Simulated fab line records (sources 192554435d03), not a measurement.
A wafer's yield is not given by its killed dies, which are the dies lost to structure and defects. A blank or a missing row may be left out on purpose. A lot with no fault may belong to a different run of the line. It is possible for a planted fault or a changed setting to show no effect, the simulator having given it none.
Split-lot experiment || flow n5Finfet || 39 wafers read from 7 lots, route of 1938 steps

## ON THE SPLIT
At N5_BEOL_M12_ETCH_68 (etches SOC in N2/H2, time 285 s), the setting timeS was moved away from the recipe's 285 s on 18 of the 39 wafers read, by -58.8% to +46.5%. The other wafers ran this setting at the recipe's value.

The reading comes from the split's own step.

## THE READING
SiARC_of_BEOL_M12_COAT_66.thkNm (the simulator's own value, which no gauge read), in nm, at N5_BEOL_M12_ETCH_68 (etches SOC in N2/H2, time 285 s). The file does not state a usual value for it. The 21 wafers here that ran the recipe average 86.2 nm, standard deviation 0.42 nm.

{"wafer": "L075.1", "tool, chamber at the split": "rieDiel-03, 0", "timeS as run, s": 382, "against the recipe": "+34.0%", "SiARC_of_BEOL_M12_COAT_66.thkNm, nm": 78.4, "against lot-mates on the recipe": -7.9}
{"wafer": "L075.2", "tool, chamber at the split": "rieDiel-03, 3,1", "timeS as run, s": 285, "against the recipe": "recipe", "SiARC_of_BEOL_M12_COAT_66.thkNm, nm": 86.2, "against lot-mates on the recipe": "-"}
{"wafer": "L075.5", "tool, chamber at the split": "rieDiel-03, 3,1", "timeS as run, s": 285, "against the recipe": "recipe", "SiARC_of_BEOL_M12_COAT_66.thkNm, nm": 86.2, "against lot-mates on the recipe": "-"}
{"wafer": "L075.3", "tool, chamber at the split": "rieDiel-03, 1,0", "timeS as run, s": 382, "against the recipe": "+34.0%", "SiARC_of_BEOL_M12_COAT_66.thkNm, nm": 78, "against lot-mates on the recipe": -8.3}
{"wafer": "L075.6", "tool, chamber at the split": "rieDiel-03, 1,0", "timeS as run, s": 382, "against the recipe": "+34.0%", "SiARC_of_BEOL_M12_COAT_66.thkNm, nm": 78, "against lot-mates on the recipe": -8.3}
{"wafer": "L075.4", "tool, chamber at the split": "rieDiel-03, 2", "timeS as run, s": 285, "against the recipe": "recipe", "SiARC_of_BEOL_M12_COAT_66.thkNm, nm": 86.6, "against lot-mates on the recipe": "-"}
{"wafer": "L074.1", "tool, chamber at the split": "rieDiel-03, 3,0", "timeS as run, s": 285, "against the recipe": "recipe", "SiARC_of_BEOL_M12_COAT_66.thkNm, nm": 86.6, "against lot-mates on the recipe": "-"}
{"wafer": "L074.2", "tool, chamber at the split": "rieDiel-03, 3,0", "timeS as run, s": 285, "against the recipe": "recipe", "SiARC_of_BEOL_M12_COAT_66.thkNm, nm": 86.6, "against lot-mates on the recipe": "-"}
{"wafer": "L074.3", "tool, chamber at the split": "rieDiel-03, 1", "timeS as run, s": 417.6, "against the recipe": "+46.5%", "SiARC_of_BEOL_M12_COAT_66.thkNm, nm": 75.6, "against lot-mates on the recipe": -11.1}
{"wafer": "L074.4", "tool, chamber at the split": "rieDiel-03, 2", "timeS as run, s": 417.6, "against the recipe": "+46.5%", "SiARC_of_BEOL_M12_COAT_66.thkNm, nm": 76.2, "against lot-mates on the recipe": -10.5}
{"wafer": "L074.6", "tool, chamber at the split": "rieDiel-03, 2", "timeS as run, s": 417.6, "against the recipe": "+46.5%", "SiARC_of_BEOL_M12_COAT_66.thkNm, nm": 76.2, "against lot-mates on the recipe": -10.5}
{"wafer": "L074.5", "tool, chamber at the split": "rieDiel-03, 3", "timeS as run, s": 285, "against the recipe": "recipe", "SiARC_of_BEOL_M12_COAT_66.thkNm, nm": 87, "against lot-mates on the recipe": "-"}
{"wafer": "L083.1", "tool, chamber at the split": "rieDiel-05, 1,0", "timeS as run, s": 285, "against the recipe": "recipe", "SiARC_of_BEOL_M12_COAT_66.thkNm, nm": 86.4, "against lot-mates on the recipe": "-"}
{"wafer": "L083.2", "tool, chamber at the split": "rieDiel-05, 1,0", "timeS as run, s": 285, "against the recipe": "recipe", "SiARC_of_BEOL_M12_COAT_66.thkNm, nm": 86.4, "against lot-mates on the recipe": "-"}
{"wafer": "L083.3", "tool, chamber at the split": "rieDiel-05, 3", "timeS as run, s": 165.1, "against the recipe": "-42.1%", "SiARC_of_BEOL_M12_COAT_66.thkNm, nm": 96.4, "against lot-mates on the recipe": "+10.1"}
{"wafer": "L083.4", "tool, chamber at the split": "rieDiel-05, 2", "timeS as run, s": 285, "against the recipe": "recipe", "SiARC_of_BEOL_M12_COAT_66.thkNm, nm": 86.2, "against lot-mates on the recipe": "-"}
{"wafer": "L083.5", "tool, chamber at the split": "rieDiel-05, 0,3", "timeS as run, s": 165.1, "against the recipe": "-42.1%", "SiARC_of_BEOL_M12_COAT_66.thkNm, nm": 96.8, "against lot-mates on the recipe": "+10.5"}
{"wafer": "L083.6", "tool, chamber at the split": "rieDiel-05, 0,3", "timeS as run, s": 165.1, "against the recipe": "-42.1%", "SiARC_of_BEOL_M12_COAT_66.thkNm, nm": 96.8, "against lot-mates on the recipe": "+10.5"}
{"wafer": "L089.1", "tool, chamber at the split": "rieDiel-05, 2,1", "timeS as run, s": 392.8, "against the recipe": "+37.8%", "SiARC_of_BEOL_M12_COAT_66.thkNm, nm": 77, "against lot-mates on the recipe": -9.2}
{"wafer": "L089.5", "tool, chamber at the split": "rieDiel-05, 2,1", "timeS as run, s": 392.8, "against the recipe": "+37.8%", "SiARC_of_BEOL_M12_COAT_66.thkNm, nm": 77, "against lot-mates on the recipe": -9.2}
{"wafer": "L089.2", "tool, chamber at the split": "rieDiel-05, 1,0,0", "timeS as run, s": 285, "against the recipe": "recipe", "SiARC_of_BEOL_M12_COAT_66.thkNm, nm": 86.2, "against lot-mates on the recipe": "-"}
{"wafer": "L089.3", "tool, chamber at the split": "rieDiel-05, 1,0,0", "timeS as run, s": 285, "against the recipe": "recipe", "SiARC_of_BEOL_M12_COAT_66.thkNm, nm": 86.2, "against lot-mates on the recipe": "-"}
{"wafer": "L089.6", "tool, chamber at the split": "rieDiel-05, 1,0,0", "timeS as run, s": 285, "against the recipe": "recipe", "SiARC_of_BEOL_M12_COAT_66.thkNm, nm": 86.2, "against lot-mates on the recipe": "-"}
{"wafer": "L089.4", "tool, chamber at the split": "rieDiel-05, 3", "timeS as run, s": 392.8, "against the recipe": "+37.8%", "SiARC_of_BEOL_M12_COAT_66.thkNm, nm": 76.8, "against lot-mates on the recipe": -9.4}
{"wafer": "L086.1", "tool, chamber at the split": "rieDiel-01, 2", "timeS as run, s": 152, "against the recipe": "-46.7%", "SiARC_of_BEOL_M12_COAT_66.thkNm, nm": 96.8, "against lot-mates on the recipe": "+11.1"}
{"wafer": "L086.2", "tool, chamber at the split": "rieDiel-01, 1", "timeS as run, s": 285, "against the recipe": "recipe", "SiARC_of_BEOL_M12_COAT_66.thkNm, nm": 86, "against lot-mates on the recipe": "-"}
{"wafer": "L086.3", "tool, chamber at the split": "rieDiel-01, 3", "timeS as run, s": 285, "against the recipe": "recipe", "SiARC_of_BEOL_M12_COAT_66.thkNm, nm": 85.4, "against lot-mates on the recipe": "-"}
{"wafer": "L086.4", "tool, chamber at the split": "rieDiel-01, 2", "timeS as run, s": 152, "against the recipe": "-46.7%", "SiARC_of_BEOL_M12_COAT_66.thkNm, nm": 96.6, "against lot-mates on the recipe": "+10.9"}
{"wafer": "L086.5", "tool, chamber at the split": "rieDiel-01, 3", "timeS as run, s": 152, "against the recipe": "-46.7%", "SiARC_of_BEOL_M12_COAT_66.thkNm, nm": 97.2, "against lot-mates on the recipe": "+11.5"}
{"wafer": "L086.6", "tool, chamber at the split": "rieDiel-01, 1", "timeS as run, s": 285, "against the recipe": "recipe", "SiARC_of_BEOL_M12_COAT_66.thkNm, nm": 85.6, "against lot-mates on the recipe": "-"}
{"wafer": "L092.2", "tool, chamber at the split": "rieDiel-05, 1,3", "timeS as run, s": 285, "against the recipe": "recipe", "SiARC_of_BEOL_M12_COAT_66.thkNm, nm": 85.8, "against lot-mates on the recipe": "-"}
{"wafer": "L092.5", "tool, chamber at the split": "rieDiel-05, 1,3", "timeS as run, s": 285, "against the recipe": "recipe", "SiARC_of_BEOL_M12_COAT_66.thkNm, nm": 85.8, "against lot-mates on the recipe": "-"}
{"wafer": "L092.4", "tool, chamber at the split": "rieDiel-05, 0", "timeS as run, s": 285, "against the recipe": "recipe", "SiARC_of_BEOL_M12_COAT_66.thkNm, nm": 85.2, "against lot-mates on the recipe": "-"}
{"wafer": "L094.1", "tool, chamber at the split": "rieDiel-05, 2", "timeS as run, s": 285, "against the recipe": "recipe", "SiARC_of_BEOL_M12_COAT_66.thkNm, nm": 86.4, "against lot-mates on the recipe": "-"}
{"wafer": "L094.2", "tool, chamber at the split": "rieDiel-05, 0", "timeS as run, s": 285, "against the recipe": "recipe", "SiARC_of_BEOL_M12_COAT_66.thkNm, nm": 86.2, "against lot-mates on the recipe": "-"}
{"wafer": "L094.3", "tool, chamber at the split": "rieDiel-05, 3", "timeS as run, s": 117.3, "against the recipe": "-58.8%", "SiARC_of_BEOL_M12_COAT_66.thkNm, nm": 100.4, "against lot-mates on the recipe": "+14.0"}
{"wafer": "L094.4", "tool, chamber at the split": "rieDiel-05, 1,0", "timeS as run, s": 117.3, "against the recipe": "-58.8%", "SiARC_of_BEOL_M12_COAT_66.thkNm, nm": 100.2, "against lot-mates on the recipe": "+13.8"}
{"wafer": "L094.5", "tool, chamber at the split": "rieDiel-05, 1,0", "timeS as run, s": 117.3, "against the recipe": "-58.8%", "SiARC_of_BEOL_M12_COAT_66.thkNm, nm": 100.2, "against lot-mates on the recipe": "+13.8"}
{"wafer": "L094.6", "tool, chamber at the split": "rieDiel-05, 1", "timeS as run, s": 285, "against the recipe": "recipe", "SiARC_of_BEOL_M12_COAT_66.thkNm, nm": 86.6, "against lot-mates on the recipe": "-"}
The file does not say which wafer passed through which chamber wherever a row lists several chambers: such a row stands for several wafers.

FIT RESULTS
A straight line over all 39 wafers: SiARC_of_BEOL_M12_COAT_66.thkNm changes by -0.235 nm for each +1% of timeS; r = -1.00; the points scatter about the line by 0.46 nm.
The same after taking each lot's own level away (the mean of its wafers on the recipe; 39 wafers): -0.239 nm for each +1%; r = -1.00; scatter 0.25 nm.
Per that fit: largest timeS move, reading shift of 14 nm.
From 85.60 to 86.73 nm: that is the span of the lots' own levels, equal to 2.7 times the standard deviation above.
The two slopes agree, so the slope changes little with the lot-to-lot level.
Check: with one of the wafers moved furthest among these (-58.8%) left out of the fit, the line predicts +14.1 nm for it against its lot-mates. Against them it came out at +14 nm.

## FILE'S OWN FIT
SiARC_of_BEOL_M12_COAT_66.thkNm changes by -0.239 nm for each +1% of timeS, r = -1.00.
